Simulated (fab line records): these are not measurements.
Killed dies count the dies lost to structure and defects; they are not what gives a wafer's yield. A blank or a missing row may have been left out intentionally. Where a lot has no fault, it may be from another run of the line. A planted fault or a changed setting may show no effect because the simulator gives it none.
8D (eight disciplines) problem report, filled in by code ; flow n5Finfet ; the parts of the form that need people (team, actions taken, sign-off) are left out

1. PROBLEM STATEMENT
Wafers free of any fault read 5.59e-05 nA/um (standard deviation 1.9e-06) for IOFF_N_LONG at N5_BEOL_M4_RC_MEAS_101, against a mean of 8.26e-05 nA/um on 6 wafers of 2 lots. That puts it +14 standard deviations away from the usual mean.
The first sign was on wafer L457.2 at day 12 22:29, on prober-02. The record holds 12 wafers of 4 lots with a number at this step. The rule behind "out" and "out of limits": a value lying over 4 standard deviations away from the usual mean. The rest of the wafers with a number are treated as sound.

2. WHAT IT IS, WHAT IT ISN'T
question;is;is not
which readings at this step;IOFF_N_LONG, VT_N_LONG;DIBL_N, SS_N
which lots;L457, L458;L441, L448
which wafers of those lots;all that have a number;-
read on which gauges;prober-01, prober-02;-
when;from day 12 22:29;up to then (6 sound wafers)

3. THE SUSPECTS, EACH WITH WHAT RULES IT OUT
Counting: any tool at a process step up to the reading is kept as a suspect provided that every lot that is out went through it and no sound lot did after the first of them.
- the gauge at N5_BEOL_M4_RC_MEAS_101 has been ruled out. Those wafers that are out were read across 2 gauges (prober-01, prober-02).
- aldMetal-03 at N5_HKMG_FIN_ALD_91 (deposits TiN, target thk 1 nm, pulse time 1 s, purge time 3 s): kept. All lots that are out passed through it, beginning with L457 at day 8 17:20, and no sound lot followed; its final sound lot before that point was L441 at day 4 15:29. Its own susceptorTempC readings are out on those wafers.
Remaining after the count: aldMetal-03 at N5_HKMG_FIN_ALD_91.

4. THE CAUSE (what the simulator had put in)
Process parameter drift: aldMetal-03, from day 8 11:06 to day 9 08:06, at N5_HKMG_FIN_ALD_91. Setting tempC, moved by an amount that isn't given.
Counting left only this tool.

5. THE EFFECT CHAIN, in route order
Rows list readings where the struck wafers' mean (over those with a number) sits beyond 3 standard deviations from the usual. Only readings whose record carries a usual standard deviation are examined. hours: median over the lots of the time between each lot's start at the first step of this table that gives one and its start at this step. sigmas: the change, counted in usual standard deviations.
hours;step;reading;usual;on struck wafers;change;sigmas
0;N5_HKMG_FIN_ALD_91;susceptorTempC;399.97 C;369.72;-30.25;-99 or more
103;N5_BEOL_M4_RC_MEAS_101;IOFF_N;0.160 nA/um;0.247;+0.087;+3.0
103;N5_BEOL_M4_RC_MEAS_101;IOFF_N_LIN;0.074 nA/um;0.116;+0.042;+3.8
103;N5_BEOL_M4_RC_MEAS_101;IOFF_N_LONG;5.59e-05 nA/um;8.26e-05;+2.67e-05;+14
103;N5_BEOL_M4_RC_MEAS_101;VT_N;250 mV;235;-15;-4.6
103;N5_BEOL_M4_RC_MEAS_101;VT_N_LONG;274.6 mV;259.9;-14.7;-8.2
103;N5_BEOL_M4_RC_MEAS_101;VT_N_LVT;98 mV;83;-15;-4.9
Its process steps:
- N5_HKMG_FIN_ALD_91: deposits TiN, target thk 1 nm, pulse time 1 s, purge time 3 s.

6. HOW IT WOULD HAVE BEEN CAUGHT EARLIER
The first out-of-limits reading at a measuring or inspecting step in this record came at day 12 22:29, 107 hours after the fault's start at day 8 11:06.
Tool's own readings at N5_HKMG_FIN_ALD_91, susceptorTempC: out on all struck wafers the step has rows for; an alarm limit on them would have tripped on the first.
By day 12 22:29 the whole set of lots that are out, 2 in number, had already begun N5_HKMG_FIN_ALD_91 on aldMetal-03. None of them would have been spared by holding the tool at that moment.
